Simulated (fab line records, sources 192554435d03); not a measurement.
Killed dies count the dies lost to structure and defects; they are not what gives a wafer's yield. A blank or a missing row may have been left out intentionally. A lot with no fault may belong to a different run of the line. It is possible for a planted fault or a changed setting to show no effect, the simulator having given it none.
fab line records + flow n5Finfet
[record]
- lots = 12
- wafers = 34
- lastDay = 17
route steps=1938 shown DUMMY_REMOVAL@381 HKMG_FIN@386 PASSIVATION@1936
lots with no fault: from the same line, run without faults
startH: the number of hours between the record's first day and the start of the first shown wafer of the lot + waitH: time in hours since the lot's previous step + " as in the row above + L1.1+2: a single row standing in for several wafers + - no value present, or no start provided + * or withheld: withheld + < > ~ a bound
route shown NAME@n: a module of which the file shows steps, and the number in the route of the first + usual: the fault-free wafers' mean and standard deviation + same: alike in all rows + chamber/n: place in a boat + sites: readings site by site + _std_site: how widely they spread, as a standard deviation + _edge_site: mean of outer sites minus mean of inner sites + radiusMm: how far each site lies from the wafer's centre + mask NAME#n: copy n + behind: tool/chamber where the wafer was last shaped + hold: why the lot went on hold/how many hours it stayed there/how the hold came to an end + device: which transistor (n, p or np) failed to switch + end of line: at the end of the route, the tests of the same wafers + step lacking rows: just its recipe + killed: at the first sort, the dies lost to defects and structure; wafer yield is something else + map: the dies of a wafer, with x for killed, . for not killed, _ for no die there
set.NAME: the run value of the setting; set.NAME@STEP: its run value at that earlier step + model.NAME: the simulator's own value behind a step, which no gauge read
one table for each step of the route and one row for each wafer, over a sample of lots
services: when a tool's chamber went out of use (startH, in hours from the record's first day, below 0 if earlier), for how many hours, and the reason
[[steps]]
[step N5_DUMMY_REMOVAL_INSPECT_06]
[recipe]
- inspectInstrument = brightfield
- mode = aei
[usual]
- rawDefectCount = 11/5.4
| lot.wafer | tool             | chamber | startH | waitH | rawDefectCount |
|-----------|------------------|---------|--------|-------|----------------|
| L472.1    | defectInspect-01 | -       | 74.49  | 0.0   | 24             |
| L472.4    | "                | -       | "      | "     | 19             |
| L472.5    | "                | -       | "      | "     | 12             |
| L475.1    | defectInspect-01 | -       | 99.06  | 0.0   | 7              |
| L475.3    | "                | -       | "      | "     | 5              |
| L475.5    | "                | -       | "      | "     | 9              |
| L476.1    | defectInspect-02 | -       | 102.97 | 0.0   | 4              |
| L476.5    | "                | -       | "      | "     | 9              |
| L476.6    | "                | -       | "      | "     | 15             |
| L478.4    | defectInspect-01 | -       | 112.59 | 0.0   | 16             |
| L478.5    | "                | -       | "      | "     | 9              |
| L478.6    | "                | -       | "      | "     | 15             |
| L479.2    | defectInspect-02 | -       | 117.40 | 0.0   | 6              |
| L479.3    | "                | -       | "      | "     | 21             |
| L479.6    | "                | -       | "      | "     | 21             |
| L480.1    | defectInspect-02 | -       | 124.06 | 0.0   | 13             |
| L480.2    | "                | -       | "      | "     | 14             |
| L480.4    | "                | -       | "      | "     | 16             |
| L481.1    | defectInspect-02 | -       | 130.81 | 0.0   | 18             |
| L481.2    | "                | -       | "      | "     | 12             |
| L481.3    | "                | -       | "      | "     | 19             |
| L489.1    | defectInspect-01 | -       | 183.86 | 0.0   | 10             |
| L489.6    | "                | -       | "      | "     | 7              |
| L491.1    | defectInspect-01 | -       | 196.79 | 0.0   | 11             |
| L491.6    | "                | -       | "      | "     | 5              |
| L492.1    | defectInspect-02 | -       | 200.79 | 0.0   | 11             |
| L492.2    | "                | -       | "      | "     | 12             |
| L492.4    | "                | -       | "      | "     | 28             |
| L493.2    | defectInspect-01 | -       | 207.21 | 0.0   | 9              |
| L493.4    | "                | -       | "      | "     | 6              |
| L493.5    | "                | -       | "      | "     | 8              |
| L494.1    | defectInspect-01 | -       | 209.05 | 0.0   | 9              |
| L494.2    | "                | -       | "      | "     | 8              |
| L494.5    | "                | -       | "      | "     | 16             |
[step N5_HKMG_FIN_HK_ALD_01]
[recipe]
- material = HfO2
- targetThkA = 16
- tempC = withheld
- aldPrecursorFamily = HfCl4
- aldCoReactant = H2O
- pulseTimeS = 3
- purgeTimeS = 3
- coReactantPurgeTimeS = 2.5
- coReactantPulseTimeS = 0.3
- aldCycles = 30
[usual]
- aldCycles = 30/0
- precursorPulseHeightRel = 1.000/0.02
| lot.wafer | tool     | chamber | startH | waitH | aldCycles | precursorPulseHeightRel |
|-----------|----------|---------|--------|-------|-----------|-------------------------|
| L472.1    | aldHk-01 | 1       | 75.15  | 0.0   | 30        | 1.033                   |
| L472.4    | "        | 0       | "      | "     | 30        | 1.007                   |
| L472.5    | "        | 2       | "      | "     | 30        | 1.021                   |
| L475.1    | aldHk-01 | 1       | 99.42  | 0.0   | 30        | 1.008                   |
| L475.3    | "        | 3       | "      | "     | 30        | 0.976                   |
| L475.5    | "        | 1       | "      | "     | 30        | 0.969                   |
| L476.1    | aldHk-01 | 1       | 103.33 | 0.0   | 30        | 0.986                   |
| L476.5    | "        | 1       | "      | "     | 30        | 0.985                   |
| L476.6    | "        | 0       | "      | "     | 30        | 0.998                   |
| L478.4    | aldHk-03 | 1       | 112.94 | 0.0   | 30        | 0.965                   |
| L478.5    | "        | 0       | "      | "     | 30        | 1.015                   |
| L478.6    | "        | 1       | "      | "     | 30        | 0.996                   |
| L479.2    | aldHk-01 | 3       | 117.76 | 0.0   | 30        | 1.003                   |
| L479.3    | "        | 1       | "      | "     | 30        | 0.992                   |
| L479.6    | "        | 3       | "      | "     | 30        | 1.000                   |
| L480.1    | aldHk-01 | 2       | 124.60 | 0.0   | 30        | 1.007                   |
| L480.2    | "        | 3       | "      | "     | 30        | 1.003                   |
| L480.4    | "        | 1       | "      | "     | 30        | 0.993                   |
| L481.1    | aldHk-01 | 2       | 131.17 | 0.0   | 30        | 0.995                   |
| L481.2    | "        | 3       | "      | "     | 30        | 0.993                   |
| L481.3    | "        | 0       | "      | "     | 30        | 1.008                   |
| L489.1    | aldHk-01 | 0       | 184.21 | 0.0   | 30        | 0.988                   |
| L489.6    | "        | 0       | "      | "     | 30        | 0.998                   |
| L491.1    | aldHk-03 | 2       | 197.15 | 0.0   | 30        | 1.013                   |
| L491.6    | "        | 0       | "      | "     | 30        | 1.014                   |
| L492.1    | aldHk-01 | 1       | 201.15 | 0.0   | 30        | 1.007                   |
| L492.2    | "        | 3       | "      | "     | 30        | 0.980                   |
| L492.4    | "        | 2       | "      | "     | 30        | 1.019                   |
| L493.2    | aldHk-01 | 0       | 207.61 | 0.1   | 30        | 1.002                   |
| L493.4    | "        | 3       | "      | "     | 30        | 0.988                   |
| L493.5    | "        | 3       | "      | "     | 30        | 1.010                   |
| L494.1    | aldHk-02 | 0       | 209.40 | 0.0   | 30        | 1.016                   |
| L494.2    | "        | 2       | "      | "     | 30        | 0.960                   |
| L494.5    | "        | 1       | "      | "     | 30        | 0.993                   |
[step N5_HKMG_FIN_STRIP_57]
[recipe]
- chemistry = CF4
- resist = SiARC
- powerW = 300
- biasPowerW = 75
- pressureMtorr = 50
- cf4FlowSccm = 150
- rfFrequencyHz = 6e+07
[usual]
- drypumpMotorCurrentA = 5.6/0.55
- oesProductAu = 0.81/0.085
- powerW = 300.0/0.89
- rfFwdPowerW = 294.1/1.5
- rfVppV = 271.2/1.2
- showerheadPlenumPTorr = 1.80/0.05
- throttleValvePct = 13.48/0.25
| lot.wafer | tool       | chamber | startH | waitH | drypumpMotorCurrentA | oesProductAu | powerW | rfFwdPowerW | rfHoursCounterH | rfVppV | showerheadPlenumPTorr | throttleValvePct |
|-----------|------------|---------|--------|-------|----------------------|--------------|--------|-------------|-----------------|--------|-----------------------|------------------|
| L472.1    | rieDiel-04 | 3       | 76.45  | 0.0   | 5.5                  | 0.82         | 299.4  | 293.6       | 75              | 271.9  | 1.81                  | 13.47            |
| L472.4    | "          | 2       | "      | "     | 5.1                  | 0.95         | 298.9  | 295.9       | 11              | 272.3  | 1.83                  | 13.18            |
| L472.5    | "          | 3       | "      | "     | 5.5                  | 0.82         | 301.0  | 292.7       | -               | 271.5  | 1.81                  | 13.47            |
| L475.1    | rieDiel-02 | 3       | 100.82 | 0.0   | 5.9                  | 0.93         | 299.3  | 295.0       | 14              | 274.3  | 1.91                  | 13.24            |
| L475.3    | "          | 0       | "      | "     | 5.0                  | 0.69         | 301.4  | -           | 227             | 269.3  | 1.70                  | 13.88            |
| L475.5    | "          | 0       | "      | "     | 5.0                  | 0.69         | 301.4  | -           | -               | 268.7  | 1.70                  | 13.86            |
| L476.1    | rieDiel-02 | 3       | 105.25 | 0.0   | 5.9                  | 0.92         | 299.3  | 294.7       | 16              | 271.5  | 1.91                  | 13.24            |
| L476.5    | "          | 2       | "      | "     | 4.9                  | 0.81         | 299.1  | 293.7       | -               | 271.7  | 1.82                  | 13.65            |
| L476.6    | "          | 0       | "      | "     | 5.0                  | 0.69         | 301.3  | -           | -               | 270.0  | 1.70                  | 13.88            |
| L478.4    | rieDiel-06 | 0       | 114.14 | 0.0   | 5.8                  | 0.72         | 299.6  | 296.9       | -               | 271.9  | 1.78                  | 13.60            |
| L478.5    | "          | 2       | "      | "     | 6.1                  | 0.89         | 300.9  | 294.3       | -               | 269.9  | 1.75                  | 13.33            |
| L478.6    | "          | 3       | "      | "     | 5.0                  | 0.72         | 298.5  | 294.8       | -               | 270.0  | 1.78                  | 13.77            |
| L479.2    | rieDiel-04 | 3       | 119.33 | 0.0   | 5.5                  | 0.80         | 300.3  | 291.7       | 91              | 271.0  | 1.81                  | 13.50            |
| L479.3    | "          | 1       | "      | "     | 5.5                  | 0.72         | 300.2  | 295.1       | 180             | 269.6  | 1.78                  | 13.65            |
| L479.6    | "          | 3       | "      | "     | 5.5                  | 0.80         | 298.9  | 292.3       | -               | 271.2  | 1.81                  | 13.49            |
| L480.1    | rieDiel-06 | 2       | 125.85 | 0.0   | 6.1                  | 0.88         | 299.3  | 296.4       | 23              | 269.6  | 1.75                  | 13.33            |
| L480.2    | "          | 0       | "      | "     | 5.8                  | 0.71         | 300.0  | 293.9       | 185             | 270.9  | 1.78                  | 13.60            |
| L480.4    | "          | 2       | "      | "     | 6.1                  | 0.88         | 300.2  | 296.5       | -               | 270.8  | 1.75                  | 13.35            |
| L481.1    | rieDiel-06 | 1       | 132.94 | 0.0   | 5.3                  | 0.94         | 301.2  | 293.0       | 2               | 271.8  | 1.83                  | 13.43            |
| L481.2    | "          | 2       | "      | "     | 6.1                  | 0.87         | 300.4  | 296.1       | 26              | 269.5  | 1.75                  | 13.36            |
| L481.3    | "          | 0       | "      | "     | 5.8                  | 0.71         | 299.7  | 297.0       | 188             | 270.8  | 1.78                  | 13.60            |
| L489.1    | rieDiel-04 | 2       | 185.53 | 0.0   | 5.2                  | 0.88         | 300.7  | 296.7       | 44              | 271.8  | 1.82                  | 13.25            |
| L489.6    | "          | 1       | "      | "     | 5.5                  | 0.71         | 300.1  | 294.3       | -               | 270.5  | 1.77                  | 13.71            |
| L491.1    | rieDiel-04 | 1       | 198.42 | 0.0   | 5.5                  | 0.71         | 298.7  | 295.7       | 204             | 272.2  | 1.77                  | 13.71            |
| L491.6    | "          | 2       | "      | "     | 5.1                  | 0.88         | 299.8  | 295.2       | -               | 271.1  | 1.82                  | 13.26            |
| L492.1    | rieDiel-04 | 0       | 202.78 | 0.0   | 6.2                  | 0.82         | 299.8  | 295.5       | 62              | 270.6  | 1.82                  | 13.11            |
| L492.2    | "          | 2       | "      | "     | 5.2                  | 0.87         | 300.3  | 294.7       | 50              | 270.1  | 1.82                  | 13.26            |
| L492.4    | "          | 3       | "      | "     | 5.5                  | 0.77         | 300.3  | 292.0       | 120             | 270.8  | 1.80                  | 13.57            |
| L493.2    | rieDiel-04 | 1       | 208.99 | 0.0   | 5.5                  | 0.71         | 300.0  | -           | 209             | 270.9  | 1.77                  | 13.74            |
| L493.4    | "          | 0       | "      | "     | 6.2                  | 0.81         | 300.3  | 293.5       | 65              | 272.1  | 1.82                  | 13.11            |
| L493.5    | "          | 0       | "      | "     | 6.2                  | 0.81         | 299.2  | 292.5       | -               | 271.6  | 1.82                  | 13.11            |
| L494.1    | rieDiel-02 | 3       | 210.86 | 0.0   | 5.9                  | 0.85         | 300.0  | 293.3       | 54              | 271.7  | 1.89                  | 13.32            |
| L494.2    | "          | 1       | "      | "     | 6.7                  | 0.88         | 301.8  | 294.3       | 37              | 270.2  | 1.75                  | 13.33            |
| L494.5    | "          | 1       | "      | "     | 6.6                  | 0.88         | 300.2  | 294.9       | -               | 270.2  | 1.75                  | 13.33            |
[step N5_HKMG_FIN_PWFM_ALD_03]
[recipe]
- material = TiN
- targetThkA = 20
- tempC = 400
- aldPrecursorFamily = TiCl4
- aldCoReactant = NH3
- pulseTimeS = 1
- purgeTimeS = 3
- coReactantPurgeTimeS = 2
- coReactantPulseTimeS = 2
- aldCycles = 91
- pressureTorr = 3
[usual]
- aldCycles = 91/0
- heaterPowerW = 897/110
- precursorPulseHeightRel = 1.001/0.021
| lot.wafer | tool        | chamber | startH | waitH | aldCycles | heaterPowerW | precursorPulseHeightRel |
|-----------|-------------|---------|--------|-------|-----------|--------------|-------------------------|
| L472.1    | aldMetal-04 | 3       | 78.71  | 0.0   | 91        | 794          | 1.018                   |
| L472.4    | "           | 1       | "      | "     | 91        | 860          | 0.991                   |
| L472.5    | "           | 0       | "      | "     | 91        | 950          | 0.993                   |
| L475.1    | aldMetal-02 | 2       | 103.08 | 0.0   | 91        | 823          | 0.996                   |
| L475.3    | "           | 1       | "      | "     | 91        | 903          | 0.989                   |
| L475.5    | "           | 1       | "      | "     | 91        | 885          | 0.996                   |
| L476.1    | aldMetal-01 | 0       | 107.42 | 0.0   | 91        | 911          | 0.953                   |
| L476.5    | "           | 3       | "      | "     | 91        | 950          | 0.989                   |
| L476.6    | "           | 0       | "      | "     | 91        | 902          | 0.962                   |
| L478.4    | aldMetal-01 | 0       | 116.48 | 0.2   | 91        | 889          | 0.983                   |
| L478.5    | "           | 2       | "      | "     | 91        | 661          | 1.028                   |
| L478.6    | "           | 1       | "      | "     | 91        | 957          | 1.005                   |
| L479.2    | aldMetal-04 | 0       | 121.49 | 0.0   | 91        | 955          | 0.980                   |
| L479.3    | "           | 1       | "      | "     | 91        | 889          | 1.029                   |
| L479.6    | "           | 3       | "      | "     | 91        | 801          | 1.025                   |
| L480.1    | aldMetal-02 | 0       | 128.01 | 0.0   | 91        | 988          | 1.019                   |
| L480.2    | "           | 3       | "      | "     | 91        | 841          | 1.026                   |
| L480.4    | "           | 2       | "      | "     | 91        | 824          | 1.017                   |
| L481.1    | aldMetal-01 | 3       | 135.21 | 0.0   | 91        | 925          | 1.014                   |
| L481.2    | "           | 1       | "      | "     | 91        | 982          | 0.998                   |
| L481.3    | "           | 0       | "      | "     | 91        | 928          | 0.987                   |
| L489.1    | aldMetal-04 | 1       | 187.70 | 0.0   | 85        | 886          | 0.999                   |
| L489.6    | "           | 1       | "      | "     | 91        | 874          | 0.996                   |
| L491.1    | aldMetal-04 | 1       | 200.60 | 0.0   | 85        | 857          | 1.032                   |
| L491.6    | "           | 3       | "      | "     | 91        | 803          | 1.021                   |
| L492.1    | aldMetal-01 | 3       | 205.08 | 0.0   | 91        | 935          | 0.975                   |
| L492.2    | "           | 2       | "      | "     | 91        | 655          | 0.998                   |
| L492.4    | "           | 0       | "      | "     | 91        | 882          | 0.987                   |
| L493.2    | aldMetal-01 | 0       | 211.20 | 0.0   | 91        | 914          | 0.993                   |
| L493.4    | "           | 2       | "      | "     | 91        | 643          | 1.020                   |
| L493.5    | "           | 0       | "      | "     | 91        | 911          | 1.001                   |
| L494.1    | aldMetal-01 | 0       | 213.19 | 0.0   | 91        | 898          | 1.030                   |
| L494.2    | "           | 2       | "      | "     | 91        | 648          | 0.996                   |
| L494.5    | "           | 1       | "      | "     | 91        | 984          | 1.001                   |
[step N5_PASSIVATION_PROBE_49]
[usual]
- killed_at_M0_to_M3 = 33/8.9
- killed_at_M4_up = 15/5.4
- killedAtContacts = 13/5.8
- killedAtFrontEnd = 39/9.9
- killedAtOther = 3.2/2.9
- killedDies = 102/15
- killedOpen = 68/12
- killedShort = 34/7.6
[same]
- grossDies = 1180
- killedAtBackSide = 0
| lot.wafer | tool      | chamber | startH | waitH | killed_at_M0_to_M3 | killed_at_M4_up | killedAtContacts | killedAtFrontEnd | killedAtOther | killedDies | killedOpen | killedShort |
|-----------|-----------|---------|--------|-------|--------------------|-----------------|------------------|------------------|---------------|------------|------------|-------------|
| L481.1    | prober-01 | -       | 335.09 | 0.0   | 16                 | 30              | 9                | 31               | 4             | 90         | 64         | 26          |
| L481.2    | prober-01 | -       | 335.14 | 0.1   | 38                 | 14              | 12               | 26               | 11            | 101        | 62         | 37          |
| L481.3    | prober-01 | -       | 335.19 | 0.1   | 22                 | 18              | 12               | 28               | 3             | 83         | 52         | 29          |
// killed by level:class
L481.1 BEOL_M4:geometricParticle:open=15 STI_FIN_REVEAL:geometricParticle:open=9 MOL_CONTACT_COAG:geometricParticle:open=8 BEOL_M5:geometricParticle:open=5 DUMMY_GATE:geometricParticle:open=4 BEOL_M3:geometricParticle:open=4 STARTING-WAFER:geometricParticle:short=4 FIN_SAQP:geometricParticle:open=3
L481.2 BEOL_M0_SAQP:geometricParticle:open=10 BEOL_M4:geometricParticle:open=9 BEOL_M0_SAQP:geometricParticle:short=9 MOL_CONTACT_COAG:geometricParticle:open=9 STI_FIN_REVEAL:geometricParticle:open=7 BEOL_M3:geometricParticle:short=6 BEOL_M2:geometricParticle:open=5 FIN_SAQP:geometricParticle:open=4
L481.3 MOL_CONTACT_COAG:geometricParticle:open=12 BEOL_M0_SAQP:geometricParticle:short=8 FIN_SAQP:geometricParticle:open=6 BEOL_M0_SAQP:geometricParticle:open=6 ILD0:geometricParticle:short=4 STARTING-WAFER:geometricParticle:short=4 STI_FIN_REVEAL:geometricParticle:open=3 GATE_CUT:geometricParticle:short=3
[[services]]
| tool        | chamber | startH | hours | kind                         |
|-------------|---------|--------|-------|------------------------------|
| rieDiel-06  | -       | 60.80  | 0.3   | repair                       |
| aldMetal-01 | -       | 77.10  | 14.6  | pm                           |
| aldHk-03    | -       | 79.78  | 2.8   | pm                           |
| rieDiel-02  | 1       | 85.19  | -     | clean                        |
| rieDiel-02  | 1       | 85.19  | -     | consumableReplace:focusRing  |
| rieDiel-02  | 1       | 85.19  | 23.3  | scheduledDown                |
| rieDiel-02  | 1       | 85.19  | 23.3  | ventCycle                    |
| aldHk-02    | -       | 90.93  | 2.8   | pm                           |
| rieDiel-06  | 1       | 107.30 | -     | clean                        |
| rieDiel-06  | 1       | 107.30 | -     | consumableReplace:focusRing  |
| rieDiel-06  | 1       | 107.30 | 20.1  | scheduledDown                |
| rieDiel-06  | 1       | 107.30 | 20.1  | ventCycle                    |
| rieDiel-04  | 1       | 107.47 | 3.4   | repair                       |
| aldMetal-04 | 0       | 113.79 | 5.6   | repair                       |
| rieDiel-06  | -       | 153.59 | 1.2   | repair                       |
| rieDiel-02  | 0       | 162.16 | -     | clean                        |
| rieDiel-02  | 0       | 162.16 | -     | consumableReplace:focusRing  |
| rieDiel-02  | 0       | 162.16 | -     | consumableReplace:showerhead |
| rieDiel-02  | 0       | 162.16 | 13.7  | scheduledDown                |
| rieDiel-02  | 0       | 162.16 | 13.7  | ventCycle                    |
| aldMetal-01 | -       | 166.22 | 0.4   | repair                       |
| rieDiel-06  | 1       | 175.24 | 16.7  | repair                       |
| aldHk-01    | -       | 181.53 | 1.6   | repair                       |
| rieDiel-02  | 3       | 196.56 | 2.4   | repair                       |
[[key]]
[firstSign]
- step = N5_HKMG_FIN_PWFM_ALD_03
- reading = aldCycles
- direction = down
- sigmas = 99+
- usual = *
- struck = *
effect none on later readings
metAt N5_HKMG_FIN_PWFM_ALD_03
struckLots L489,L491
struckWafers L489.1,L491.1
testerLeftOut L489,L491
notActingAt N5_DUMMY_REMOVAL_INSPECT_06,N5_HKMG_FIN_HK_ALD_01,N5_HKMG_FIN_STRIP_57
onsetBetween 121.49 187.70
[fault]
- kind = processParameterDrift
- tool = aldMetal-04
- chamber = -
- onsetH = 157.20
- steps = N5_HKMG_FIN_PWFM_ALD_03
- channel = aldCycles
- offset = *
- shape = step
- endH = 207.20
- scope = struckWafersOnly
- actsIn = *
- stated = *
// testerLeftOut: of these lots the tester's yield and bins aren't shown, on N5 and GAA mostly nor the transistor test; their killed dies are dies lost to structure and defects alone, not to doping, threshold or leakage, so they don't give the yield
